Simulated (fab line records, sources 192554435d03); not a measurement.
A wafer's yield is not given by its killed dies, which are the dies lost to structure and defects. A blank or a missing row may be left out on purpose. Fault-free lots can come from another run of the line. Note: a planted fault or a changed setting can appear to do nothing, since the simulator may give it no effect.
A lot that was struck, set against a sound lot	flow n5-finfet	16 steps out of a route of 1938
Sound: the wafers L815.3, L815.4. Struck: wafer L821.4 (L821.5, L821.6, from the same lot, were not struck and are left out); the cause is given at the end.
Order at every step that has rows: each side's tool, ch and its chambers, its first start. Under that, the readings that differ: sound wafers	struck wafers	difference of the means	sigmas: that difference in standard deviations of wafers without a fault.
alike: a reading whose means differ by less than 2 such deviations, as well as words and numbers matching on both sides. not compared: withheld readings; readings where some wafer has no value; bounds like >300 that might hide an equal value; numbers whose values overlap and for which the record gives no deviation.
Wherever a step has rows on one side only, a row that says differs or no value, or a row with sigmas, the two part there. Non-overlapping numbers with no deviation appear without sigmas and do not part them. Lack of a reading on every wafer of one side parts them only where that side has two or more wafers.

first, 2 steps without rows for these wafers: N5_BEOL_M2_PEB_09 (peb time 60 s); N5_BEOL_M2_DEVELOP_10 (develop time 30 s).
N5_BEOL_M2_CD_MEAS_11: target cd 16.79 nm.
  sound on cd-sem-01 ch 0, day 7 17:30; struck on cd-sem-03 ch 0, day 8 23:10
  alike: cd-nm
N5_BEOL_M2_OVL_MEAS_12:
  sound on overlay-02 ch 0, day 7 17:32; struck on overlay-01 ch 0, day 8 23:13
  alike: M2_OVL
N5_BEOL_M2_INSPECT_13: inspects for defects (brightfield).
  sound on defect-inspect-01, day 7 17:35; struck on defect-inspect-02, day 8 23:15
  alike: raw-defect-count
N5_BEOL_M2_DESCUM_16: chemistry O2, time 7 s.
  sound on rie-diel-06 ch 0,3, day 7 17:41; struck on rie-diel-02 ch 1, day 8 23:18
  alike: drypump-motor-current-A, oes-product-au, rf-vpp-V, showerhead-plenum-p-Torr, throttle-valve-pct
  not compared: rf-hours-counter-h
N5_BEOL_M2_ETCH_74: etches underlayer in N2/H2, target depth 6.5 nm, time 5.2 s.
  sound on rie-diel-06 ch 0,3, day 7 17:44; struck on rie-diel-02 ch 1, day 8 23:19
  alike: drypump-motor-current-A, etch-rf-on-time-s, h2-flow-sccm, n2-flow-sccm, oes-product-au, rf-vpp-V, showerhead-plenum-p-Torr, throttle-valve-pct
  not compared: rf-hours-counter-h
then, 1 step without rows for these wafers: N5_BEOL_M2_ETCH_63 (etches SiARC in CF4, target depth 15.6 nm, time 26 s).
N5_BEOL_M2_ETCH_64: etches SOC in N2/H2, target depth 75 nm, overetch 22.5 nm, time 121.9 s.
  sound on rie-diel-06 ch 0,3, day 7 17:46; struck on rie-diel-02 ch 1, day 8 23:25
  alike: drypump-motor-current-A, h2-flow-sccm, n2-flow-sccm, oes-product-au, rf-vpp-V, showerhead-plenum-p-Torr, throttle-valve-pct
  not compared: rf-hours-counter-h
then, 2 steps without rows for these wafers: N5_BEOL_M2_STRIP_65 (strips in N2/H2); N5_BEOL_M2_STRIP_75 (strips in N2/H2).
N5_BEOL_M2_STRIP_66: strips in CF4.
  sound on rie-diel-06 ch 0,3, day 7 17:54; struck on rie-diel-02 ch 1, day 8 23:30
  alike: drypump-motor-current-A, oes-product-au, rf-vpp-V, showerhead-plenum-p-Torr, throttle-valve-pct
  not compared: rf-hours-counter-h
N5_BEOL_M2_HM_OPEN_17: chemistry Cl2/BCl3, target TiN, target depth 20 nm, overetch 6 nm.
  sound on rie-metal-03 ch 0,1, day 7 17:58; struck on rie-metal-01 ch 0, day 8 23:34
reading	sound	struck	difference	sigmas
drypump-motor-current-A (A)	6.40 5.98	5.57	-0.62	-2
throttle-valve-pct (%)	22.21 22.08	22.43	+0.29	+2
model.SOC_of_BEOL_M2_COAT_61.thk-nm (nm)	52 51.8	49.6	-2.3	
  alike: oes-product-au
  not compared: rf-hours-counter-h
N5_BEOL_M2_STRIP_19: strips in O2.
  sound on rie-diel-06 ch 1,2, day 7 18:04; struck on rie-diel-02 ch 2, day 8 23:40
  alike: drypump-motor-current-A, oes-product-au, rf-vpp-V, showerhead-plenum-p-Torr, throttle-valve-pct
  not compared: rf-hours-counter-h
-- a jump in the record: the struck wafers' starts before and after are 2 days apart (it breaks off in module BEOL_M2 and resumes in module BEOL_M4, where the first step shown is number 1111 of the route) --
N5_BEOL_M4_RC_MEAS_101:
  sound on prober-01 ch 0, day 9 22:58; struck on prober-01 ch 0, day 11 07:29
reading	sound	struck	difference	sigmas
IOFF_N (nA/um)	0.183 0.176	0.119	-0.060	-2
  alike: DIBL_N, DIBL_P, IOFF_P, ION_N, ION_P, SS_N, SS_P, VT_N, VT_P
-- here the record skips 4 days between the struck wafers' starts before and after, leaving off in module BEOL_M4 and picking up in module PASSIVATION (first step shown: number 1936 of the route) --
N5_PASSIVATION_PROBE_49:
  sound on prober-01, day 14 09:07; struck on prober-01, day 15 14:10
reading	sound	struck	difference	sigmas
killed-at-contacts	18 18	33	+15	+3
killed-dies	97 76	119	+32	+2
killed-open	61 52	85	+28	+2
sort_bin_5_function (%)	5.0 3.5	6.2	+2.0	+2
  alike: defect-limited-yield, killed_at_M0_to_M3, killed_at_M4_up, killed-at-front-end, killed-at-other, killed-short, sort_bin_6_memory, sort-n-pass, sort-yield-pct

== WHERE THEY PART ==
Earliest at N5_BEOL_M2_HM_OPEN_17; latest, in this record, at N5_PASSIVATION_PROBE_49.

WHY: whatever the simulator had introduced
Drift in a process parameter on rie-metal-01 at N5_BEOL_M2_HM_OPEN_17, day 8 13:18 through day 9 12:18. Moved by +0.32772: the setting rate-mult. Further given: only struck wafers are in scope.
